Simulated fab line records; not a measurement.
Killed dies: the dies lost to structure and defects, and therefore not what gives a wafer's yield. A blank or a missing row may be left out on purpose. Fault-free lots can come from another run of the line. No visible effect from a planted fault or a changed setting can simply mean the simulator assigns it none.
Which tool did it? | flow nand-harc | 12 lots with 36 wafers sampled at 5 steps, on a route of 1159 steps

WHAT THE GAUGES SHOWED, per wafer
NHARC_HYBRID_BOND_INSPECT_06: inspects for defects (ir void). Usual: raw-defect-count at 34, with a standard deviation of 12.
lot  | measured     | on                | raw-defect-count | flag
L179 | day 18 20:44 | defect-inspect-01 | 38 45 37         |
L180 | day 18 20:44 | defect-inspect-02 | 32 25 31         |
L181 | day 19 04:52 | defect-inspect-02 | 24 30 30         |
L184 | day 20 05:22 | defect-inspect-01 | 39 37 45         |
L185 | day 20 16:40 | defect-inspect-01 | 27 32 26         |
L188 | day 20 16:40 | defect-inspect-02 | 50 37 51         |
L187 | day 20 16:41 | defect-inspect-02 | 32 35 37         |
L190 | day 21 05:24 | defect-inspect-02 | 28 26 28         |
L189 | day 22 09:46 | defect-inspect-01 | 47               |
L192 | day 22 09:45 | defect-inspect-02 | 16               |
L200 | day 24 05:00 | defect-inspect-01 | 35 47 42         |
L201 | day 24 05:00 | defect-inspect-02 | 31 35 26         |

NHARC_END_SORT_01. Usual: defect-limited-yield 95.7 %, standard deviation 1.2; killed-at-array 25, standard deviation 7.8; killed-at-other 0.6, standard deviation 0.81; killed-at-periphery 3.3, standard deviation 2.2; killed-dies 29, standard deviation 8.2; killed-open 3.5, standard deviation 1.9; killed-short 1.8, standard deviation 1.3; sort_bin_2_pct 1.3 %, standard deviation 0.5; sort_bin_3_pct 0.23 %, standard deviation 0.21; sort_bin_4_pct 2.8 %, standard deviation 0.9; sort-n-pass 648, standard deviation 8.2; sort-rim-yield-pct 94.3 %, standard deviation 2.8; sort-yield-pct 95.7 %, standard deviation 1.2.
lot  | measured     | on        | defect-limited-yield (%) | killed-at-array | killed-at-other | killed-at-periphery | killed-dies | killed-open | killed-short | sort_bin_2_pct (%) | sort_bin_3_pct (%) | sort_bin_4_pct (%) | sort-n-pass | sort-rim-yield-pct (%) | sort-yield-pct (%) | flag
L179 | day 19 14:13 | prober-01 | 94.7 95.1 95.1           | 34 28 33        | 1 0 0           | 1 5 0               | 36 33 33    | 5 3 4       | 2 2 1        | 1.6 1.3 1.6        | 0.59 0.30 0        | 3.1 3.2 3.2        | 641 644 644 | 91.5 91.5 94.3         | 94.7 95.1 95.1     |
L180 | day 19 21:58 | prober-02 | 95.9 97.0 95.4           | 20 15 26        | 0 0 0           | 8 5 5               | 28 20 31    | 1 1 3       | 0 2 2        | 1.3 1.2 0.7        | 0.15 0.15 0.15     | 2.7 1.6 3.7        | 649 657 646 | 93.4 95.3 98.1         | 95.9 97.0 95.4     |
L181 | day 19 23:44 | prober-01 | 96.8 95.6 96.0           | 17 27 26        | 0 0 0           | 5 3 1               | 22 30 27    | 3 5 4       | 2 1 2        | 1.5 1.5 1.3        | 0.30 0.59 0.15     | 1.5 2.4 2.5        | 655 647 650 | 96.2 97.2 95.3         | 96.8 95.6 96.0     |
L184 | day 20 22:55 | prober-01 | 94.8 96.3 93.8           | 32 21 36        | 0 0 0           | 3 4 6               | 35 25 42    | 3 3 8       | 0 4 4        | 0.7 1.3 2.4        | 0.59 0 0.15        | 3.8 2.4 3.7        | 642 652 635 | 93.4 93.4 91.5         | 94.8 96.3 93.8     |
L185 | day 21 11:04 | prober-02 | 95.6 94.1 96.3           | 21 35 24        | 3 1 0           | 6 4 1               | 30 40 25    | 4 7 2       | 2 3 3        | 1.0 1.8 0.9        | 0.44 0 0.15        | 3.0 4.1 2.7        | 647 637 652 | 97.2 92.5 96.2         | 95.6 94.1 96.3     |
L188 | day 21 11:03 | prober-01 | 94.8 95.1 95.3           | 29 29 26        | 0 0 2           | 6 4 4               | 35 33 32    | 5 6 2       | 0 1 5        | 1.9 1.9 1.8        | 0.44 0.15 0.15     | 2.8 2.8 2.8        | 642 644 645 | 91.5 92.5 93.4         | 94.8 95.1 95.3     |
L187 | day 21 18:49 | prober-02 | 95.6 96.0 94.8           | 26 23 31        | 1 2 1           | 3 2 3               | 30 27 35    | 5 3 8       | 2 0 1        | 1.3 1.0 1.6        | 0 0 0.44           | 3.1 3.0 3.1        | 647 650 642 | 92.5 92.5 91.5         | 95.6 96.0 94.8     |
L190 | day 22 01:54 | prober-02 | 95.6 96.9 95.0           | 25 19 33        | 0 0 0           | 5 2 1               | 30 21 34    | 6 2 5       | 1 2 2        | 1.6 1.0 1.0        | 0 0 0.15           | 2.8 2.1 3.8        | 647 656 643 | 99.1 96.2 97.2         | 95.6 96.9 95.0     |
L189 | day 23 04:03 | prober-02 | 5.3 93.2 4.0             | 635 45 645      | 3 0 3           | 3 1 2               | 641 46 650  | 3 4 2       | 1 5 1        | 89.5 1.6 91.7      | 0.59 0.59 1.18     | 4.6 4.6 3.1        | 36 631 27   | 16.0 92.5 8.5          | 5.3 93.2 4.0       | OFF
L192 | day 23 03:17 | prober-01 | 7.1 97.0 7.1             | 625 18 624      | 3 0 2           | 1 2 3               | 629 20 629  | 4 1 3       | 0 2 2        | 91.1 1.2 91.3      | 0.30 0 0.15        | 1.5 1.8 1.5        | 48 657 48   | 10.4 98.1 21.7         | 7.1 97.0 7.1       | OFF
L200 | day 24 22:31 | prober-02 | 95.1 93.8 93.4           | 31 40 40        | 0 1 0           | 2 1 5               | 33 42 45    | 4 1 8       | 1 3 1        | 1.3 2.2 1.8        | 0.44 0.15 0.15     | 3.1 3.8 4.7        | 644 635 632 | 97.2 98.1 95.3         | 95.1 93.8 93.4     |
L201 | day 25 00:04 | prober-01 | 95.3 94.4 95.7           | 25 31 22        | 0 0 0           | 7 7 7               | 32 38 29    | 4 3 2       | 0 2 2        | 1.5 1.3 1.2        | 0.30 0.30 0.30     | 3.0 4.0 2.8        | 645 639 648 | 91.5 98.1 95.3         | 95.3 94.4 95.7     |

WHICH TOOL RAN EACH LOT (tool, then ch and the chambers of the sampled wafers, then the start)
lot  | NHARC_A_M0_DEP_00               | NHARC_THIN_TSV_STRIP_45              | NHARC_THIN_TSV_STRIP_62
L179 | pecvd-04 ch 0,1, day 17 17:04   | plasma-asher-01 ch 0,1, day 19 01:40 | plasma-asher-02 ch 0,1, day 19 03:17
L180 | pecvd-03 ch 0,1,2, day 17 17:29 | plasma-asher-02 ch 0,1, day 19 00:28 | plasma-asher-02 ch 0,1, day 19 02:02
L181 | pecvd-03 ch 1,2, day 18 03:40   | plasma-asher-01 ch 0,1, day 19 08:51 | plasma-asher-02 ch 0, day 19 10:42
L184 | pecvd-04 ch 0,1,2, day 19 04:13 | plasma-asher-01 ch 0,1, day 20 08:58 | plasma-asher-02 ch 0,1, day 20 10:32
L185 | pecvd-04 ch 0,1,2, day 19 16:49 | plasma-asher-02 ch 0,1, day 20 21:37 | plasma-asher-01 ch 0,1, day 20 23:11
L188 | pecvd-02 ch 1, day 19 17:10     | plasma-asher-01 ch 0,1, day 20 20:27 | plasma-asher-02 ch 1, day 20 22:02
L187 | pecvd-04 ch 0,2, day 19 17:41   | plasma-asher-01 ch 0,1, day 20 22:49 | plasma-asher-01 ch 0,1, day 21 00:24
L190 | pecvd-04 ch 0,1,2, day 20 06:26 | plasma-asher-01 ch 0,1, day 21 10:22 | plasma-asher-02 ch 0,1, day 21 11:56
L189 | pecvd-04 ch 0,2, day 21 11:36   | plasma-asher-01 ch 0, day 22 14:45   | plasma-asher-02 ch 1, day 22 16:27
L192 | pecvd-04 ch 0,2, day 21 12:02   | plasma-asher-02 ch 0, day 22 13:37   | plasma-asher-02 ch 1, day 22 15:08
L200 | pecvd-02 ch 1,2, day 23 06:25   | plasma-asher-02 ch 1, day 24 09:59   | plasma-asher-02 ch 0,1, day 24 11:33
L201 | pecvd-03 ch 0,1, day 23 07:06   | plasma-asher-01 ch 0,1, day 24 08:59 | plasma-asher-01 ch 0,1, day 24 10:30
- NHARC_A_M0_DEP_00: deposits SiOC, target thk 150 nm.
- NHARC_THIN_TSV_STRIP_45: strips in O2.
- NHARC_THIN_TSV_STRIP_62: strips in N2/H2, time 20 s.

AS READ BY THE TOOLS THEMSELVES (means over the sampled wafers that have a number; for cases with no such wafer, the mark the record gives instead)
NHARC_A_M0_DEP_00. Usual: rf-fwd-power-W 598.6 W, standard deviation 1.9; showerhead-vpp-V 1496 V, standard deviation 80.
lot  | tool     | rf-fwd-power-W (W) | showerhead-vpp-V (V) | flag
L179 | pecvd-04 | 598.5              | 1554                 |
L180 | pecvd-03 | 597.8              | 1475                 |
L181 | pecvd-03 | 597.3              | 1428                 |
L184 | pecvd-04 | 598.0              | 1559                 |
L185 | pecvd-04 | 598.8              | 1555                 |
L188 | pecvd-02 | 600.5              | 1375                 |
L187 | pecvd-04 | 601.0              | 1589                 |
L190 | pecvd-04 | 600.4              | 1576                 |
L189 | pecvd-04 | 600.0              | 1571                 |
L192 | pecvd-04 | 598.6              | 1561                 |
L200 | pecvd-02 | 597.9              | 1411                 |
L201 | pecvd-03 | 599.8              | 1501                 |

NHARC_THIN_TSV_STRIP_45. Usual: drypump-motor-current-A 5.8 A, standard deviation 0.32; heater-power-w 349 W, standard deviation 31.
lot  | tool            | drypump-motor-current-A (A) | heater-power-w (W) | flag
L179 | plasma-asher-01 | 6.0                         | 342                |
L180 | plasma-asher-02 | 5.4                         | 345                |
L181 | plasma-asher-01 | 6.0                         | 360                |
L184 | plasma-asher-01 | 6.0                         | 340                |
L185 | plasma-asher-02 | 5.3                         | 338                |
L188 | plasma-asher-01 | 6.0                         | 366                |
L187 | plasma-asher-01 | 6.1                         | 342                |
L190 | plasma-asher-01 | 6.0                         | 364                |
L189 | plasma-asher-01 | 5.9                         | 390                |
L192 | plasma-asher-02 | 5.2                         | 354                |
L200 | plasma-asher-02 | 5.5                         | 361                |
L201 | plasma-asher-01 | 6.0                         | 345                |

NHARC_THIN_TSV_STRIP_62. Usual: drypump-motor-current-A 5.6 A, standard deviation 0.32; heater-power-w 346 W, standard deviation 26.
lot  | tool            | drypump-motor-current-A (A) | heater-power-w (W) | flag
L179 | plasma-asher-02 | 5.4                         | 349                |
L180 | plasma-asher-02 | 5.3                         | 344                |
L181 | plasma-asher-02 | 5.3                         | 343                |
L184 | plasma-asher-02 | 5.4                         | 338                |
L185 | plasma-asher-01 | 6.0                         | 337                |
L188 | plasma-asher-02 | 5.4                         | 344                |
L187 | plasma-asher-01 | 6.0                         | 367                |
L190 | plasma-asher-02 | 5.4                         | 344                |
L189 | plasma-asher-02 | 5.5                         | 345                |
L192 | plasma-asher-02 | 5.4                         | 347                |
L200 | plasma-asher-02 | 5.3                         | 339                |
L201 | plasma-asher-01 | 6.0                         | 342                |

THE ANSWER, worked out from the rows above alone
Rule: a lot is off if the mean of its wafers that have a number lies more than 3 standard deviations from the usual mean. A lot without any number at a reading at which 4 lots or more have one is off too. The other lots that the step has rows for count as sound. The gauges are gone through in route order, then the tools' own readings, and for those a lot's mean is taken as printed above. The first step at which some lot is off is used, and at that step the reading that is off furthest; a lot without a number counts as furthest.
Off at NHARC_END_SORT_01 (sort_bin_2_pct): L189, L192.
A tool fits if, at a process step before that reading, it ran every lot that is off, and no sound lot after the first of them. Gauges at NHARC_END_SORT_01: tried the same way as those tools. One candidate fits, namely pecvd-04 at NHARC_A_M0_DEP_00. A fault onset in the window from L190 (day 20 06:26, its last sound lot) to L189 (day 21 11:36, its first lot off) fits.

WHAT THE SIMULATOR HAD INSERTED
pecvd-04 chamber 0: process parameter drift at NHARC_A_M0_DEP_00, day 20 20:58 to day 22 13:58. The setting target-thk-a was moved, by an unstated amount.
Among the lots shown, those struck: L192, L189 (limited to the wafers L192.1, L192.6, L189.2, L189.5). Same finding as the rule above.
